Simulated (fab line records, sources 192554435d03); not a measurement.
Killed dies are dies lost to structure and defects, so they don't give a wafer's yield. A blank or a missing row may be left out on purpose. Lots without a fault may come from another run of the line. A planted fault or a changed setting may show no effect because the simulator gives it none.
Chamber matching | flow n5_finfet | N5_BEOL_M13_VIA_ETCH_16 on rie_diel-02: 4 sister chambers
The step etches SiOC in C4F8/O2/Ar, target depth 921.7 nm. 8 wafers are shown with their chamber, then 9 later ones without.

WAFERS WITH THEIR CHAMBER
wafer  | chamber | showerhead_plenum_p_Torr (Torr) | throttle_valve_pct (%)
L076.4 | 1       | 3.30                            | 24.11
L081.4 | 2       | 3.42                            | 23.63
L084.1 | 3       | 3.25                            | 24.19
L084.2 | 0       | 3.48                            | 23.91
L084.6 | 1       | 3.29                            | 24.13
L083.2 | 3       | 3.25                            | 24.19
L083.4 | 2       | 3.42                            | 23.64
L083.6 | 0       | 3.48                            | 23.92

WAFERS WITHOUT THEIR CHAMBER
wafer  | showerhead_plenum_p_Torr (Torr) | throttle_valve_pct (%)
L085.1 | 3.25                            | 24.20
L085.5 | 3.47                            | 23.92
L085.6 | 3.29                            | 24.14
L086.1 | 3.41                            | 23.67
L086.2 | 3.25                            | 24.21
L086.4 | 3.29                            | 24.17
L092.2 | 3.47                            | 23.92
L092.4 | 3.28                            | 24.17
L092.6 | 3.41                            | 23.67

WHICH CHAMBER EACH WENT THROUGH
wafer  | from the rows above     | in truth
L085.1 | 3                       | 3
L085.5 | 0                       | 0
L085.6 | 1                       | 1
L086.1 | 2                       | 2
L086.2 | 3                       | 3
L086.4 | 1                       | 1
L092.2 | 0                       | 0
L092.4 | can't be placed: 1 or 3 | 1
L092.6 | 2                       | 2
Placed correctly: 8 of 9. Can't be placed from these rows: 1 (the true chamber is among the candidates in 1). Placed wrongly: 0.
How it was worked out, from the rows above alone: a wafer's distance from a chamber is the root of the sum, over the readings, of the square of ((its reading less the chamber's mean) divided by the reading's scatter). The wafer belongs to the nearest chamber; if the next one is less than 2 further off, it can't be placed. A chamber's mean is the mean of its shown wafers. The scatter: the root of (the sum of the squares of (reading less its chamber's mean) over the shown wafers, divided by (wafers less chambers)).
